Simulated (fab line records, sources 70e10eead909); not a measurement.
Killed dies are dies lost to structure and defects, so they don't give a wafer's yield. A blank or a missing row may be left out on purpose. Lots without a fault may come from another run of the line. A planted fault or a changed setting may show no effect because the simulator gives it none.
Which tool did it? | flow nand_harc | 13 lots, 39 wafers sampled, at 5 steps of a route of 1159

WHAT THE GAUGES READ, wafer by wafer
NHARC_END_SORT_01. Usual: killed_at_array 28, standard deviation 11; killed_at_other 0.5, standard deviation 0.87; killed_at_periphery 2.9, standard deviation 2.2; killed_dies 32, standard deviation 11; killed_open 3.2, standard deviation 1.9; killed_short 1.8, standard deviation 1.4.
lot  | measured     | on        | killed_at_array | killed_at_other | killed_at_periphery | killed_dies | killed_open | killed_short | flag
L429 | day 23 17:22 | prober-01 | 15              | 1               | 5                   | 21          | 4           | 2            |

WHICH TOOL RAN EACH LOT (tool, then ch and the chambers of the sampled wafers, then the start)
lot  | NHARC_A_SIN_REMOVE_WET_00       | NHARC_A_WL_FILL_RTA_01           | NHARC_A_WL_FILL_CVD_03        | NHARC_A_WL_FILL_ETCHBACK_05
L412 | wet_h3po4-01 ch 1, day 14 19:35 | rtp_anneal-02 ch 0, day 15 00:53 | cvd_w-02 ch 0,1, day 15 05:33 | rie_metal-01 ch 0,1, day 15 09:05
L413 | wet_h3po4-01 ch 0, day 15 06:26 | rtp_anneal-01 ch 0, day 15 11:56 | cvd_w-01 ch 0,1, day 15 13:02 | rie_metal-02 ch 0,1, day 15 16:07
L414 | wet_h3po4-01 ch 1, day 15 06:26 | rtp_anneal-02 ch 0, day 15 11:44 | cvd_w-02 ch 0,1, day 15 12:28 | rie_metal-03 ch 0,1, day 15 15:59
L420 | wet_h3po4-01 ch 0, day 17 11:53 | rtp_anneal-01 ch 0, day 17 17:14 | cvd_w-01 ch 0,1, day 17 19:41 | rie_metal-01 ch 0,1, day 17 22:22
L423 | wet_h3po4-01 ch 0, day 17 11:53 | rtp_anneal-02 ch 0, day 17 17:10 | cvd_w-02 ch 0,1, day 17 17:47 | rie_metal-02 ch 1, day 17 21:17
L426 | wet_h3po4-02 ch 0, day 17 22:53 | rtp_anneal-02 ch 0, day 18 09:47 | cvd_w-02 ch 0,1, day 18 11:31 | rie_metal-02 ch 0,1, day 18 15:04
L427 | wet_h3po4-02 ch 1, day 18 17:11 | rtp_anneal-01 ch 0, day 19 00:27 | cvd_w-02 ch 0,1, day 19 02:28 | rie_metal-03 ch 0,1, day 19 04:38
L429 | wet_h3po4-02 ch 1, day 19 01:37 | rtp_anneal-01 ch 0, day 19 07:15 | cvd_w-01 ch 0,1, day 19 12:16 | rie_metal-03 ch 0,1, day 19 14:51
L430 | wet_h3po4-02 ch 1, day 19 01:37 | rtp_anneal-02 ch 0, day 19 07:16 | cvd_w-02 ch 0,1, day 19 11:23 | rie_metal-02 ch 0,1, day 19 14:57
L428 | wet_h3po4-01 ch 0, day 19 08:41 | rtp_anneal-02 ch 0, day 19 14:04 | cvd_w-02 ch 0,1, day 19 15:26 | rie_metal-01 ch 1, day 19 18:32
L431 | wet_h3po4-01 ch 1, day 19 08:41 | rtp_anneal-01 ch 0, day 19 14:20 | cvd_w-01 ch 0,1, day 19 15:17 | rie_metal-03 ch 0,1, day 19 18:50
L433 | wet_h3po4-02 ch 0, day 20 10:04 | rtp_anneal-02 ch 0, day 20 15:23 | cvd_w-01 ch 0, day 20 18:11   | rie_metal-01 ch 0,1, day 20 21:47
L434 | wet_h3po4-02 ch 0, day 20 10:04 | rtp_anneal-01 ch 0, day 20 15:43 | cvd_w-01 ch 0,1, day 20 21:32 | rie_metal-03 ch 0,1, day 21 00:37
- NHARC_A_SIN_REMOVE_WET_00: chemistry H3PO4, time 15300 s.
- NHARC_A_WL_FILL_RTA_01: time 5 s.
- NHARC_A_WL_FILL_CVD_03: deposits W, target thk 40 nm, time 3302 s.
- NHARC_A_WL_FILL_ETCHBACK_05: etches the open film in Cl2/BCl3, target depth 22 nm, time 60 s.

WHAT THE TOOLS THEMSELVES READ (means of the sampled wafers that have a number; where no wafer has one, the mark that the record gives instead)
NHARC_A_SIN_REMOVE_WET_00. Usual: bath_guard_temp_C 159.93 C, standard deviation 0.27; bath_heat_duty_pct 25.4 %, standard deviation 1.6.
lot  | tool         | bath_guard_temp_C (C) | bath_heat_duty_pct (%) | flag
L412 | wet_h3po4-01 | 159.92                | 26.7                   |
L413 | wet_h3po4-01 | 159.81                | 24.2                   |
L414 | wet_h3po4-01 | 159.89                | 28.1                   |
L420 | wet_h3po4-01 | -                     | -                      | OFF
L423 | wet_h3po4-01 | -                     | -                      | OFF
L426 | wet_h3po4-02 | 159.79                | 23.9                   |
L427 | wet_h3po4-02 | 160.16                | 25.7                   |
L429 | wet_h3po4-02 | 160.33                | 25.2                   |
L430 | wet_h3po4-02 | 160.16                | 24.8                   |
L428 | wet_h3po4-01 | 159.76                | 24.5                   |
L431 | wet_h3po4-01 | 159.97                | 26.7                   |
L433 | wet_h3po4-02 | 159.79                | 25.2                   |
L434 | wet_h3po4-02 | 159.57                | 24.9                   |

NHARC_A_WL_FILL_RTA_01. Usual: lamp_power_pct 29 %, standard deviation 6; lamp_zone_2_pct 29 %, standard deviation 6; lamp_zone_4_pct 29 %, standard deviation 6; lamp_zone_5_pct 29 %, standard deviation 6; wafer_temp_C_max 1004.2, standard deviation 0.98.
lot  | tool          | lamp_power_pct (%) | lamp_zone_2_pct (%) | lamp_zone_4_pct (%) | lamp_zone_5_pct (%) | wafer_temp_C_max | flag
L412 | rtp_anneal-02 | 25                 | 25                  | 25                  | 25                  | 1002.9           |
L413 | rtp_anneal-01 | 37                 | 37                  | 37                  | 37                  | 1004.0           |
L414 | rtp_anneal-02 | 25                 | 25                  | 25                  | 25                  | 1003.9           |
L420 | rtp_anneal-01 | 37                 | 37                  | 37                  | 37                  | 1004.5           |
L423 | rtp_anneal-02 | 25                 | 25                  | 25                  | 25                  | 1003.6           |
L426 | rtp_anneal-02 | 25                 | 25                  | 25                  | 25                  | 1003.4           |
L427 | rtp_anneal-01 | 37                 | 37                  | 37                  | 37                  | 1005.9           |
L429 | rtp_anneal-01 | 37                 | 37                  | 37                  | 37                  | 1005.3           |
L430 | rtp_anneal-02 | 25                 | 25                  | 25                  | 25                  | 1004.4           |
L428 | rtp_anneal-02 | 25                 | 25                  | 25                  | 25                  | 1004.5           |
L431 | rtp_anneal-01 | 37                 | 37                  | 37                  | 37                  | 1005.6           |
L433 | rtp_anneal-02 | 25                 | 25                  | 25                  | 25                  | 1003.6           |
L434 | rtp_anneal-01 | 37                 | 37                  | 37                  | 37                  | 1005.3           |

NHARC_A_WL_FILL_CVD_03. Usual: heater_power_w 465 W, standard deviation 44; mfc_wf6_sccm 40.02 sccm, standard deviation 0.12; throttle_valve_pct 8.09 %, standard deviation 0.22.
lot  | tool     | heater_power_w (W) | mfc_wf6_sccm (sccm) | throttle_valve_pct (%) | flag
L412 | cvd_w-02 | 422                | 39.94               | 8.37                   |
L413 | cvd_w-01 | 467                | 39.98               | 8.05                   |
L414 | cvd_w-02 | 425                | 40.01               | 8.29                   |
L420 | cvd_w-01 | 475                | 39.99               | 8.11                   |
L423 | cvd_w-02 | 451                | 40.13               | 7.87                   |
L426 | cvd_w-02 | 440                | 40.15               | 7.98                   |
L427 | cvd_w-02 | 450                | 40.08               | 7.84                   |
L429 | cvd_w-01 | 503                | 40.00               | 8.33                   |
L430 | cvd_w-02 | 449                | 40.22               | 7.95                   |
L428 | cvd_w-02 | 452                | 40.06               | 7.87                   |
L431 | cvd_w-01 | 477                | 40.02               | 8.31                   |
L433 | cvd_w-01 | 535                | 39.85               | 8.28                   |
L434 | cvd_w-01 | 473                | 40.19               | 8.01                   |

NHARC_A_WL_FILL_ETCHBACK_05. Usual: drypump_motor_current_A 5.8 A, standard deviation 0.43; oes_product_au 1.001 a.u., standard deviation 0.01.
lot  | tool         | drypump_motor_current_A (A) | oes_product_au (a.u.) | flag
L412 | rie_metal-01 | 5.5                         | 1.010                 |
L413 | rie_metal-02 | 6.0                         | 0.990                 |
L414 | rie_metal-03 | 5.6                         | 0.983                 |
L420 | rie_metal-01 | 5.5                         | 1.005                 |
L423 | rie_metal-02 | 6.0                         | 1.001                 |
L426 | rie_metal-02 | 6.0                         | 0.991                 |
L427 | rie_metal-03 | 5.6                         | 1.001                 |
L429 | rie_metal-03 | 5.6                         | 1.004                 |
L430 | rie_metal-02 | 5.9                         | 0.998                 |
L428 | rie_metal-01 | 5.0                         | 1.004                 |
L431 | rie_metal-03 | 5.6                         | 1.001                 |
L433 | rie_metal-01 | 5.5                         | 1.003                 |
L434 | rie_metal-03 | 5.6                         | 0.995                 |

THE ANSWER, worked out from the rows above alone
Rule: a lot is off if the mean of its wafers that have a number lies more than 3 standard deviations from the usual mean. A lot without any number at a reading at which 4 lots or more have one is off too. The other lots that the step has rows for count as sound. The gauges are gone through in route order, then the tools' own readings, and for those a lot's mean is taken as printed above. The first step at which some lot is off is used, and at that step the reading that is off furthest; a lot without a number counts as furthest.
Off: L420, L423, at NHARC_A_SIN_REMOVE_WET_00 (bath_guard_temp_C). Without a number there: L420, L423.
A tool fits if, at that step or a process step before it, it ran every lot that is off, and no sound lot after the first of them. None of those tried fits.

WHAT THE SIMULATOR HAD PUT IN
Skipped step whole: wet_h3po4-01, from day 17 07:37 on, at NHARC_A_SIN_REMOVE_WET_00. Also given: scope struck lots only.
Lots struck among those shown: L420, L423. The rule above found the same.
